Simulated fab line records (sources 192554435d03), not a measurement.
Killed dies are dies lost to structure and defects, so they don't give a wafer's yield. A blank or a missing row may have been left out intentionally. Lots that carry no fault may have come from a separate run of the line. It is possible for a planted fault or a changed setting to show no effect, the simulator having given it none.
Split-lot trial -- flow n5Finfet -- 21 wafers read across 7 lots, on a route 1938 steps long

SPLIT DETAILS
At N5_MOL_CONTACT_COAG_PECVD_31 (deposits SiO2 from TEOS/O2, target thk 46 nm, time 8.9 s), the setting timeS was moved away from the recipe's 8.9 s on 3 of the 21 wafers read, by -12.8% to +4.2%. For the rest of the wafers, this setting stayed at what the recipe calls for.

Reading taken at the split's own step.

THE READING
SiO2_of_MOL_CONTACT_COAG_PECVD_31.thkNm (the simulator's own value, which no gauge read), in nm, at N5_MOL_CONTACT_COAG_PECVD_31 (deposits SiO2 from TEOS/O2, target thk 46 nm, time 8.9 s). There is no usual value for it anywhere in the file. Average 46.2 nm, standard deviation 0.69 nm, over the 18 wafers here run with the recipe.

wafer,"tool, chamber at the split","timeS as run, s",against the recipe,"SiO2_of_MOL_CONTACT_COAG_PECVD_31.thkNm, nm",against lot-mates on the recipe
L074.1,"pecvd-03, 2",8.9,recipe,45.8,-
L074.3,"pecvd-03, 0",8.9,recipe,45.4,-
L074.4,"pecvd-03, 2",7.986,-10.3%,41.4,-4.2
L076.1,"pecvd-04, 0",8.9,recipe,46.2,-
L076.5,"pecvd-04, 0",8.9,recipe,46.2,-
L076.2,"pecvd-04, 2",8.9,recipe,46,-
L077.1,"pecvd-03, 1",8.9,recipe,46,-
L077.4,"pecvd-03, 1",8.9,recipe,46.8,-
L077.5,"pecvd-03, 0",8.9,recipe,47,-
L079.2,"pecvd-04, 0",8.9,recipe,45.8,-
L079.3,"pecvd-04, 1",9.274,+4.2%,47.6,+1.3
L079.6,"pecvd-04, 2",8.9,recipe,46.8,-
L084.1,"pecvd-04, 0",8.9,recipe,46.4,-
L084.3,"pecvd-04, 1,2",8.9,recipe,46.6,-
L084.4,"pecvd-04, 1,2",8.9,recipe,46.6,-
L090.1,"pecvd-04, 2",7.765,-12.8%,40.4,-6.7
L090.2,"pecvd-04, 0",8.9,recipe,46.6,-
L090.6,"pecvd-04, 1",8.9,recipe,47.6,-
L091.1,"pecvd-04, 1",8.9,recipe,45,-
L091.3,"pecvd-04, 2",8.9,recipe,44.8,-
L091.6,"pecvd-04, 2",8.9,recipe,45.6,-
The file does not say which wafer passed through which chamber wherever a row lists several chambers: such a row stands for several wafers.

THE FIT
A straight line over all 21 wafers: SiO2_of_MOL_CONTACT_COAG_PECVD_31.thkNm changes by +0.448 nm for each +1% of timeS; r = +0.93; the points scatter about the line by 0.68 nm.
The same after taking each lot's own level away (the mean of its wafers on the recipe; 21 wafers): +0.466 nm for each +1%; r = +0.97; scatter 0.42 nm.
According to that fit, moving timeS by its largest amount changes the reading by 5.9 nm.
The span of the lots' own levels, 45.13 to 47.10 nm, comes to 2.8 times the standard deviation stated above.
Hence the lot-to-lot level has little effect on the slope; both slopes agree.
Check: with one of the wafers moved furthest among these (-12.8%) left out of the fit, the line predicts -5.04 nm for it against its lot-mates. It came out at -6.7 nm against them.

ADDITIONAL SPLITS CARRIED BY THESE WAFERS
These wafers also went through other splits before the reading. Each is held against what the fit with the lots' levels taken away leaves over:
other split on the same wafers,wafers away from the commonest value,r with SiO2_of_MOL_CONTACT_COAG_PECVD_31.thkNm (lot level and that fit taken away)
N5_SD_EPI_N_EPI_21 epiGrowthTimeS,6,-0.08
N5_ILD0_CMP_12 downForcePsi,9,+0.16
N5_SDB_COAT_03 spinRpm,8,-0.19
N5_HKMG_FIN_ETCH_55 timeS,6,-0.07
N5_HKMG_FIN_ETCH_58 sourceW,9,-0.26
N5_HKMG_FIN_PEB_10 pebTimeS,8,-0.03
N5_HKMG_FIN_ETCH_35 biasW,7,-0.30
N5_MOL_CONTACT_COAG_CONTACT_ETCH_14 sourceW,8,-0.10

THE FILE'S OWN FIT
SiO2_of_MOL_CONTACT_COAG_PECVD_31.thkNm changes by +0.469 nm for each +1% of timeS, r = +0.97.
